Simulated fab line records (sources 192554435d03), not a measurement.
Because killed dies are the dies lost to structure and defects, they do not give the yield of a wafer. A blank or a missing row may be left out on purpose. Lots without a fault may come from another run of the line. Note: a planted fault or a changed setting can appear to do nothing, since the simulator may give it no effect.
Which of the tools did it?    flow n5-finfet    12 lots, 30 wafers sampled, at 2 steps of a route of 1938

== WHAT THE GAUGES SHOWED, per wafer ==
N5_BEOL_M7_CD_MEAS_35: target cd 40 nm.
lot   measured      on         cd-nm (nm)
L744  day 8 23:20   cd-sem-03  41.8 41.7
L745  day 9 10:45   cd-sem-03  41.0 41.0 40.9
L746  day 10 08:20  cd-sem-03  40.2 41.6
L751  day 10 12:56  cd-sem-02  40.1 39.9 39.8
L750  day 10 13:20  cd-sem-03  40.3 39.2 40.7
L752  day 11 19:28  cd-sem-02  41.4 42.6 40.2
L748  day 11 22:55  cd-sem-01  40.1 40.3 39.1
L754  day 12 07:55  cd-sem-01  41.1 41.2
L756  day 12 19:18  cd-sem-03  41.3 40.0
L765  day 15 02:05  cd-sem-01  39.6 40.5
L767  day 15 08:02  cd-sem-02  40.1 39.6
L766  day 15 14:02  cd-sem-01  41.2 40.5 40.4

== TOOL THAT RAN EACH LOT (tool first, then ch and the chambers of the sampled wafers, then the start) ==
lot   N5_BEOL_M7_TRENCH_ETCH_37
L744  rie-diel-03 ch 0,2, day 8 23:20 or earlier
L745  rie-diel-03 ch 1,2,3, day 9 10:45 or earlier
L746  rie-diel-02 ch 1,3, day 10 08:20 or earlier
L751  rie-diel-03 ch 0,1, day 10 12:56 or earlier
L750  rie-diel-03 ch 0,1,2, day 10 13:20 or earlier
L752  rie-diel-03 ch 1,2,3, day 11 19:28 or earlier
L748  rie-diel-01 ch 0,1,2, day 11 22:55 or earlier
L754  rie-diel-01 ch 2, day 12 07:55 or earlier
L756  rie-diel-01 ch 3, day 12 19:18 or earlier
L765  rie-diel-03 ch 1,3, day 15 02:05 or earlier
L767  rie-diel-03 ch 0,1, day 15 08:02 or earlier
L766  rie-diel-02 ch 0,3, day 15 14:02 or earlier
- N5_BEOL_M7_TRENCH_ETCH_37: etches SiCOH lowk in C4F6/O2, target depth 93.478 nm, time 31.2 s.

== AS READ BY THE TOOLS THEMSELVES (means over the sampled wafers that have a number; for cases with no such wafer, the mark the record gives instead) ==
N5_BEOL_M7_TRENCH_ETCH_37.
lot   tool         drypump-motor-current-A (A)  oes-product-au (a.u.)  rf-vpp-V (V)  showerhead-plenum-p-Torr (Torr)  throttle-valve-pct (%)
L744  rie-diel-03  5.9                          0.75                   679           2.81                             20.70
L745  rie-diel-03  6.3                          0.79                   662           2.82                             20.75
L746  rie-diel-02  5.8                          0.72                   677           2.71                             21.00
L751  rie-diel-03  5.4                          0.82                   681           2.82                             20.70
L750  rie-diel-03  5.9                          0.80                   682           2.80                             20.72
L752  rie-diel-03  6.3                          0.77                   662           2.82                             20.77
L748  rie-diel-01  6.1                          0.82                   668           2.87                             20.93
L754  rie-diel-01  6.0                          0.70                   678           2.93                             21.12
L756  rie-diel-01  5.9                          0.69                   668           2.83                             21.06
L765  rie-diel-03  6.2                          0.77                   652           2.83                             20.82
L767  rie-diel-03  5.5                          0.79                   682           2.79                             20.77
L766  rie-diel-02  6.1                          0.74                   688           2.75                             20.65

== THE ANSWER, worked out from the rows above alone ==
Rule: what is usual is taken from the lots themselves. Put in order of their means at a reading, lots are off if they are a third of the lots or fewer, leave a main group of 4 or more, and stand apart from it by a gap of 3 or more times the standard deviation of the main group's means; of several such gaps the widest counts. The tables above print the reading to a certain number of digits; a main group whose means all agree to those digits is not used. Also off: a lot with no number at a reading for which 4 or more lots have one. Where the step has rows for the other lots, those lots are counted as sound. Order of review: gauges by route order, followed by the tools' own readings, for which a lot's mean as printed above is used. The first step at which some lot is off is used, and at that step the reading that is off furthest; a lot without a number counts as furthest.
Across all readings shown, no lot is off: no conclusion can be drawn from this.

== WHAT HAD BEEN PUT IN BY THE SIMULATOR ==
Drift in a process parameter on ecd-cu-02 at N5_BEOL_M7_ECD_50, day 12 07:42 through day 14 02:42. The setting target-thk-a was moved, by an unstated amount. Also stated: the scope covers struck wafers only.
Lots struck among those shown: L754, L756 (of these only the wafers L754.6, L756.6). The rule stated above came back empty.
